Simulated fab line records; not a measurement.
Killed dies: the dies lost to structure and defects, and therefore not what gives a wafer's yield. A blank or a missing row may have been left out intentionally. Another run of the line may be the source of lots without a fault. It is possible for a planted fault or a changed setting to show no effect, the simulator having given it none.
fab line records	flow nand-harc	part 2 of 2: steps 5 to 6 of 6
record: lots: 19	wafers: 57	last-day: 34
route steps=1302 shown A_CHANNEL_FILL_D2@620 A_STAIRCASE@652
lots untouched by any fault: they come from a run of this same line in which no faults occurred
start-h: hours from the record's first day to the start of the lot's first wafer shown	wait-h: hours from the lot's prior step to this one	" unchanged from the row above	L1.1+2: one row covering several wafers at once	- either no value or no given start	* or withheld: withheld	< > ~ a bound
route shown NAME@n: a module of which the file shows steps, and the number in the route of the first	usual: mean/standard deviation taken from wafers without a fault	same: alike in all rows	chamber/n: place in a boat	sites: the reading at each site	_std_site: the standard deviation of these	_edge_site: mean of outer sites minus mean of inner sites	radius-mm: for every site, how far away it sits from the centre of the wafer	mask NAME#n: copy n	behind: the most recent tool/chamber to have shaped the wafer	hold: why the lot went on hold/how many hours it stayed there/how the hold came to an end	device: the transistor (n, p or np) that didn't switch	end of line: the same wafers' tests at the end of the route	where a step has no rows: the recipe by itself	killed: dies that structure and defects cost at the first sort, which is not the same as the wafer's yield	map: a wafer's dies, x killed, . not, _ none there
set.NAME: the setting the step ran with; set.NAME@STEP: the setting that earlier step ran with	model.NAME: the simulator's own value behind a step, which no gauge read
route steps across a sampled set of lots; one table per step, one row per wafer
services: when a tool's chamber went out of use (start-h, in hours from the record's first day, below 0 if earlier), for how many hours, and the reason
== steps ==
step: NHARC_A_STAIRCASE_ETCH_23
recipe: target-depth-a: 1000	time-s: 40.5	ion-energy-ev: 400	c4f8-flow-sccm: 20	o2-flow-sccm: 10	ar-flow-sccm: withheld	rf-w: 600	bias-w: 1000	chemistry: C4F8/O2
usual: oes-product-au: 0.943/0.011	rf-vpp-V: 895/5.3
same: time-s: 40.5
lot.wafer	tool	chamber	start-h	wait-h	oes-product-au	rf-hours-counter-h	rf-vpp-V
L074.2	rie-diel-02	0	-	-	0.940	46	898
L074.1	"	3	"	"	0.953	46	894
L074.4	"	1	"	"	0.927	-	906
L075.3	rie-diel-11	1	-	-	0.962	40	887
L075.6	"	1	"	"	0.949	-	887
L075.5	"	2	"	"	0.938	-	893
L076.4	rie-diel-03	0	-	-	0.918	25	897
L076.5	"	1	"	"	0.918	-	887
L076.6	"	2	"	"	0.938	-	895
L077.2	rie-diel-11	2	-	-	0.935	43	891
L077.1	"	3	"	"	0.927	36	890
L077.3	"	0	"	"	0.956	34	893
L079.2	rie-diel-03	0	-	-	0.932	35	897
L079.5	"	1	"	"	0.946	-	886
L079.6	"	2	"	"	0.943	-	895
L080.4	rie-diel-02	2	-	-	0.949	7	896
L080.3	"	0	"	"	0.943	7	897
L080.5	"	1	"	"	0.949	-	907
L084.2	rie-diel-03	2	-	-	0.941	49	896
L084.5	"	2	"	"	0.934	-	894
L084.6	"	3	"	"	0.945	-	894
L082.1	rie-diel-02	0	-	-	0.952	12	897
L082.4	"	1	"	"	0.931	12	904
L082.5	"	3	"	"	0.941	-	891
L083.3	rie-diel-11	1	-	-	0.961	8	886
L083.2	"	2	"	"	0.946	8	889
L083.4	"	0	"	"	0.933	2	894
L085.1	rie-diel-03	3	-	-	0.948	1	894
L085.2	"	0	"	"	0.929	1	895
L085.4	"	2	"	"	0.937	1	895
L086.2	rie-diel-11	3	-	-	0.946	13	890
L086.1	"	1	"	"	0.962	12	886
L086.5	"	0	"	"	0.938	-	893
L087.4	rie-diel-03	2	-	-	0.936	5	894
L087.1	"	3	"	"	0.938	5	894
L087.6	"	3	"	"	0.937	-	892
L088.4	rie-diel-02	3	-	-	0.948	33	892
L088.5	"	1	"	"	0.943	-	905
L088.6	"	2	"	"	0.949	-	894
L090.2	rie-diel-02	2	-	-	0.945	37	895
L090.1	"	3	"	"	0.952	39	894
L090.6	"	1	"	"	0.925	-	903
L092.1	rie-diel-02	2	-	-	0.949	44	895
L092.4	"	3	"	"	0.957	47	890
L092.5	"	1	"	"	0.939	-	904
L093.3	rie-diel-02	1	-	-	0.927	50	904
L093.2	"	2	"	"	0.943	50	894
L093.4	"	3	"	"	0.943	53	891
L094.3	rie-diel-03	2	-	-	0.955	35	894
L094.2	"	3	"	"	0.967	29	895
L094.5	"	0	"	"	0.943	-	895
L096.4	rie-diel-02	3	-	-	0.936	56	892
L096.2	"	0	"	"	0.938	57	896
L096.5	"	3	"	"	0.930	-	892
L097.4	rie-diel-02	3	-	-	0.946	0	890
L097.3	"	0	"	"	0.965	0	896
L097.1	"	1	"	"	0.938	0	905
step: NHARC_A_STAIRCASE_TRIM_198
recipe: time-s: 211.2	o2-flow-sccm: 500	ar-flow-sccm: 0	bias-w: 0	chemistry: O2
usual: drypump-motor-current-A: 5.6/0.43	mfc-ar-sccm: 0.010/0.013	o2-flow-sccm: 500.1/1.5	oes-product-au: 0.996/0.011	rf-vpp-V: 57.5/0.86	showerhead-plenum-p-Torr: 3.46/0.14	throttle-valve-pct: 17.038/0.0095
same: time-s: 211.2
lot.wafer	tool	chamber	start-h	wait-h	drypump-motor-current-A	mfc-ar-sccm	o2-flow-sccm	oes-product-au	rf-hours-counter-h	rf-vpp-V	showerhead-plenum-p-Torr	throttle-valve-pct
L074.1	rie-diel-02	3	-	-	5.3	0	499.8	0.992	46	57.8	3.45	17.034
L074.2	"	0	"	"	5.2	0	499.1	0.986	47	57.3	3.57	17.057
L074.4	"	3	"	"	5.2	0	499.7	1.007	-	57.3	3.45	17.035
L075.3	rie-diel-03	3	-	-	5.1	0.016	500.4	0.987	23	58.1	3.47	17.026
L075.5	"	0	"	"	6.1	0	500.6	0.974	-	57.9	3.55	17.039
L075.6	"	1	"	"	5.8	0	502.0	0.972	-	57.3	3.27	17.045
L076.4	rie-diel-02	2	-	-	4.9	0	498.8	0.995	50	58.2	3.52	17.044
L076.6	"	1	"	"	6.2	0.024	504.0	0.980	-	60.3	3.78	17.041
L076.5	"	2	"	"	4.9	0	496.7	1.009	-	58.1	3.52	17.030
L077.3	rie-diel-11	3	-	-	5.8	0.021	501.9	0.992	41	57.8	3.37	17.033
L077.2	"	0	"	"	6.3	0.002	498.5	0.990	37	57.7	3.45	17.037
L077.1	"	1	"	"	5.6	0.005	498.6	1.010	43	56.1	3.30	17.029
L079.2	rie-diel-11	1	-	-	5.6	0.005	498.9	0.998	53	57.0	3.29	17.024
L079.5	"	2	"	"	5.3	0.037	502.1	1.010	-	56.8	3.39	17.031
L079.6	"	0	"	"	6.4	0.002	499.3	0.991	-	57.9	3.45	17.043
L080.3	rie-diel-03	0	-	-	6.1	0	500.2	0.977	45	57.8	3.54	17.037
L080.4	"	1	"	"	5.8	0	499.0	0.981	42	58.4	3.26	17.053
L080.5	"	2	"	"	5.5	0	498.7	1.000	-	58.2	3.51	17.050
L084.2	rie-diel-11	3	-	-	5.9	0.021	501.3	1.001	6	59.2	3.36	17.050
L084.6	"	2	"	"	5.3	0.037	500.7	1.002	-	56.7	3.39	17.049
L084.5	"	3	"	"	5.9	0.021	502.2	0.998	-	55.4	3.36	17.043
L082.1	rie-diel-02	1	-	-	6.2	0.024	499.6	0.993	13	58.6	3.77	17.042
L082.4	"	3	"	"	5.2	0	502.0	0.996	14	57.2	3.44	17.030
L082.5	"	2	"	"	4.9	0	500.2	0.987	-	57.7	3.51	17.028
L083.4	rie-diel-02	2	-	-	4.9	0	503.8	0.984	18	58.9	3.51	17.050
L083.2	"	3	"	"	5.2	0	497.4	0.998	17	57.1	3.43	17.039
L083.3	"	0	"	"	5.2	0	499.7	0.993	19	57.6	3.55	17.043
L086.1	rie-diel-03	1	-	-	5.7	0	501.2	0.985	5	58.9	3.81	17.030
L086.2	"	2	"	"	5.5	0	499.4	0.998	4	57.3	3.51	17.044
L086.5	"	0	"	"	6.1	0	499.3	0.968	-	57.8	3.53	17.030
L085.2	rie-diel-11	1	-	-	5.6	0.005	501.4	1.014	15	55.7	3.28	17.038
L085.1	"	3	"	"	5.8	0.021	497.4	0.998	15	57.8	3.36	17.041
L085.4	"	1	"	"	5.6	0.005	501.8	1.007	-	57.4	3.28	17.037
L087.1	rie-diel-11	0	-	-	6.3	0.002	500.7	0.980	10	58.2	3.44	17.042
L087.4	"	0	"	"	6.3	0.002	500.1	0.990	-	57.6	3.44	17.040
L087.6	"	1	"	"	5.6	0.005	500.8	0.999	-	56.5	3.28	17.053
L088.4	rie-diel-02	1	-	-	6.2	0.024	498.2	0.984	36	57.4	3.76	17.046
L088.6	"	2	"	"	4.9	0	498.7	1.005	-	56.7	3.50	17.042
L088.5	"	3	"	"	5.2	0	501.0	0.999	-	57.9	3.43	17.037
L090.1	rie-diel-11	1	-	-	5.6	0.005	499.9	1.014	29	57.1	3.27	17.045
L090.2	"	2	"	"	5.3	0.037	501.9	1.005	25	57.4	3.38	17.038
L090.6	"	3	"	"	5.9	0.021	499.7	1.003	-	57.1	3.35	17.042
L092.1	rie-diel-02	1	-	-	6.2	0.024	499.0	0.986	45	57.3	3.75	17.048
L092.4	"	3	"	"	5.3	0	499.0	1.010	48	57.6	3.42	17.047
L092.5	"	0	"	"	5.2	0	500.5	1.014	-	58.8	3.54	17.027
L093.2	rie-diel-02	3	-	-	5.3	0	501.6	0.996	55	55.9	3.42	17.047
L093.4	"	0	"	"	5.2	0	498.5	0.984	55	58.7	3.53	17.046
L093.3	"	1	"	"	6.2	0.024	497.7	0.981	52	57.5	3.75	17.037
L094.3	rie-diel-03	2	-	-	5.5	0	498.7	0.984	36	57.9	3.49	17.035
L094.2	"	0	"	"	6.1	0	498.4	0.976	35	59.0	3.51	17.017
L094.5	"	2	"	"	5.5	0	498.3	0.998	-	57.7	3.49	17.016
L096.2	rie-diel-11	2	-	-	5.3	0.037	501.7	1.001	39	58.1	3.37	17.052
L096.5	"	0	"	"	6.3	0.002	499.1	1.004	-	57.5	3.43	17.040
L096.4	"	1	"	"	5.6	0.005	500.1	1.008	-	57.4	3.27	17.025
L097.4	rie-diel-02	2	-	-	4.9	0	499.9	0.994	6	56.3	3.48	17.035
L097.1	"	3	"	"	5.2	0	499.0	1.005	6	57.6	3.41	17.031
L097.3	"	0	"	"	5.2	0	500.0	1.001	4	57.6	3.53	17.036
== services ==
tool	chamber	start-h	hours	kind
rie-diel-02	3	314.11	4.5	repair
rie-diel-07	-	323.21	0.5	repair
rie-diel-03	0	332.70	5.6	repair
rie-diel-02	-	337.92	0.8	repair
rie-diel-03	3	346.62	14.6	repair
rie-diel-03	2	347.41	6.0	repair
rie-diel-02	2	361.41	9.9	repair
rie-diel-05	1	380.47	4.5	repair
rie-diel-02	-	394.39	9.0	pm
rie-diel-05	-	406.72	9.0	pm
rie-diel-11	3	417.39	4.8	repair
rie-diel-05	2	421.96	4.3	repair
rie-diel-11	-	432.53	9.0	pm
rie-diel-05	2	435.07	1.2	repair
rie-diel-05	3	447.66	8.5	repair
rie-diel-03	-	459.14	9.0	pm
rie-diel-03	0	489.02	4.1	repair
rie-diel-02	-	504.80	1.1	repair
rie-diel-11	-	507.07	1.6	repair
rie-diel-03	3	547.96	7.7	repair
rie-diel-11	3	571.25	4.8	repair
rie-diel-02	-	571.39	9.0	pm
rie-diel-11	3	579.37	5.2	repair
rie-diel-05	-	583.72	9.0	pm
